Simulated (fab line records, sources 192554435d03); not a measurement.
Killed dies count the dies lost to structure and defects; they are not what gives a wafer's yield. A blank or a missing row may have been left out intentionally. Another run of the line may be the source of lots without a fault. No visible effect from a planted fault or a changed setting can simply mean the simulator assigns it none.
Chamber matching || flow n5 finfet || N5_BEOL_M5_ETCH_72 on rie diel-06 has 4 sister chambers
The step etches underlayer in N2/H2, target depth 6.5 nm, time 5.2 s. 22 wafers are shown with their chamber, then 11 later ones without.

## EACH WAFER AND ITS CHAMBER
{"wafer": "L074.1", "chamber": 0, "showerhead plenum p Torr (Torr)": 2.49, "throttle valve pct (%)": 17.57, "drypump motor current A (A)": 4.9}
{"wafer": "L074.2", "chamber": 3, "showerhead plenum p Torr (Torr)": 2.43, "throttle valve pct (%)": 18.11, "drypump motor current A (A)": 5.4}
{"wafer": "L074.3", "chamber": 1, "showerhead plenum p Torr (Torr)": 2.40, "throttle valve pct (%)": 17.67, "drypump motor current A (A)": 5.7}
{"wafer": "L074.4", "chamber": 1, "showerhead plenum p Torr (Torr)": 2.40, "throttle valve pct (%)": 17.69, "drypump motor current A (A)": 5.6}
{"wafer": "L074.5", "chamber": 3, "showerhead plenum p Torr (Torr)": 2.43, "throttle valve pct (%)": 18.17, "drypump motor current A (A)": 5.4}
{"wafer": "L074.6", "chamber": 0, "showerhead plenum p Torr (Torr)": 2.49, "throttle valve pct (%)": 17.58, "drypump motor current A (A)": 5.0}
{"wafer": "L078.2", "chamber": 3, "showerhead plenum p Torr (Torr)": 2.43, "throttle valve pct (%)": 18.17, "drypump motor current A (A)": 5.4}
{"wafer": "L078.3", "chamber": 2, "showerhead plenum p Torr (Torr)": 2.63, "throttle valve pct (%)": 18.04, "drypump motor current A (A)": 5.2}
{"wafer": "L078.6", "chamber": 2, "showerhead plenum p Torr (Torr)": 2.63, "throttle valve pct (%)": 18.03, "drypump motor current A (A)": 5.2}
{"wafer": "L080.2", "chamber": 1, "showerhead plenum p Torr (Torr)": 2.40, "throttle valve pct (%)": 17.71, "drypump motor current A (A)": 5.7}
{"wafer": "L080.4", "chamber": 3, "showerhead plenum p Torr (Torr)": 2.42, "throttle valve pct (%)": 18.15, "drypump motor current A (A)": 5.4}
{"wafer": "L080.5", "chamber": 2, "showerhead plenum p Torr (Torr)": 2.63, "throttle valve pct (%)": 18.04, "drypump motor current A (A)": 5.2}
{"wafer": "L081.1", "chamber": 0, "showerhead plenum p Torr (Torr)": 2.48, "throttle valve pct (%)": 17.62, "drypump motor current A (A)": 4.9}
{"wafer": "L081.2", "chamber": 1, "showerhead plenum p Torr (Torr)": 2.40, "throttle valve pct (%)": 17.71, "drypump motor current A (A)": 5.7}
{"wafer": "L081.6", "chamber": 3, "showerhead plenum p Torr (Torr)": 2.42, "throttle valve pct (%)": 18.18, "drypump motor current A (A)": 5.4}
{"wafer": "L083.2", "chamber": 2, "showerhead plenum p Torr (Torr)": 2.63, "throttle valve pct (%)": 18.05, "drypump motor current A (A)": 5.2}
{"wafer": "L083.3", "chamber": 0, "showerhead plenum p Torr (Torr)": 2.48, "throttle valve pct (%)": 17.63, "drypump motor current A (A)": 4.9}
{"wafer": "L083.6", "chamber": 3, "showerhead plenum p Torr (Torr)": 2.42, "throttle valve pct (%)": 18.18, "drypump motor current A (A)": 5.4}
{"wafer": "L084.1", "chamber": 1, "showerhead plenum p Torr (Torr)": 2.39, "throttle valve pct (%)": 17.73, "drypump motor current A (A)": 5.6}
{"wafer": "L084.3", "chamber": 3, "showerhead plenum p Torr (Torr)": 2.42, "throttle valve pct (%)": 18.19, "drypump motor current A (A)": 5.4}
{"wafer": "L084.4", "chamber": 2, "showerhead plenum p Torr (Torr)": 2.62, "throttle valve pct (%)": 18.04, "drypump motor current A (A)": 5.2}
{"wafer": "L090.2", "chamber": 3, "showerhead plenum p Torr (Torr)": 2.42, "throttle valve pct (%)": 18.19, "drypump motor current A (A)": 5.4}

SIGNATURES (means of the wafers above)
{"reading": "showerhead plenum p Torr", "chamber 0": 2.4850, "chamber 1": 2.3980, "chamber 2": 2.6280, "chamber 3": 2.4238, "scatter within a chamber": 0.00499}
{"reading": "throttle valve pct", "chamber 0": 17.6000, "chamber 1": 17.7020, "chamber 2": 18.0400, "chamber 3": 18.1675, "scatter within a chamber": 0.0234}
{"reading": "drypump motor current A", "chamber 0": 4.925, "chamber 1": 5.660, "chamber 2": 5.200, "chamber 3": 5.400, "scatter within a chamber": 0.0329}
Rule: for a wafer and a chamber, the distance is found by dividing, reading by reading, the gap between the wafer's reading and the chamber's mean by the reading's scatter, squaring, summing and taking the root. The wafer belongs to the nearest chamber; if the next one is less than 2 further off, it can't be placed. How the scatter is found: for the shown wafers, subtract from each reading the mean of its chamber, square and add these, divide the total by (wafers less chambers), then take the root.

## WAFERS WITHOUT THEIR CHAMBER
{"wafer": "L090.4", "showerhead plenum p Torr (Torr)": 2.39, "throttle valve pct (%)": 17.72, "drypump motor current A (A)": 5.7}
{"wafer": "L090.6", "showerhead plenum p Torr (Torr)": 2.42, "throttle valve pct (%)": 18.19, "drypump motor current A (A)": 5.4}
{"wafer": "L088.2", "showerhead plenum p Torr (Torr)": 2.41, "throttle valve pct (%)": 18.19, "drypump motor current A (A)": 5.4}
{"wafer": "L088.3", "showerhead plenum p Torr (Torr)": 2.47, "throttle valve pct (%)": 17.68, "drypump motor current A (A)": 4.9}
{"wafer": "L088.6", "showerhead plenum p Torr (Torr)": 2.47, "throttle valve pct (%)": 17.66, "drypump motor current A (A)": 4.9}
{"wafer": "L092.1", "showerhead plenum p Torr (Torr)": 2.41, "throttle valve pct (%)": 18.23, "drypump motor current A (A)": 5.4}
{"wafer": "L092.2", "showerhead plenum p Torr (Torr)": 2.39, "throttle valve pct (%)": 17.76, "drypump motor current A (A)": 5.7}
{"wafer": "L092.4", "showerhead plenum p Torr (Torr)": 2.39, "throttle valve pct (%)": 17.75, "drypump motor current A (A)": 5.6}
{"wafer": "L097.1", "showerhead plenum p Torr (Torr)": 2.62, "throttle valve pct (%)": 17.66, "drypump motor current A (A)": 5.2}
{"wafer": "L097.5", "showerhead plenum p Torr (Torr)": 2.62, "throttle valve pct (%)": 17.66, "drypump motor current A (A)": 5.2}
{"wafer": "L097.6", "showerhead plenum p Torr (Torr)": 2.47, "throttle valve pct (%)": 17.65, "drypump motor current A (A)": 4.9}

## WHICH CHAMBER EACH WENT THROUGH
{"wafer": "L090.4", "from the rows above": 1, "in truth": 1}
{"wafer": "L090.6", "from the rows above": 3, "in truth": 3}
{"wafer": "L088.2", "from the rows above": 3, "in truth": 3}
{"wafer": "L088.3", "from the rows above": 0, "in truth": 0}
{"wafer": "L088.6", "from the rows above": 0, "in truth": 0}
{"wafer": "L092.1", "from the rows above": 3, "in truth": 3}
{"wafer": "L092.2", "from the rows above": 1, "in truth": 1}
{"wafer": "L092.4", "from the rows above": 1, "in truth": 1}
{"wafer": "L097.1", "from the rows above": 2, "in truth": 2}
{"wafer": "L097.5", "from the rows above": 2, "in truth": 2}
{"wafer": "L097.6", "from the rows above": 0, "in truth": 0}
Placed correctly: 11 of 11. From these rows, 0 cannot be placed. 0 placed wrongly.
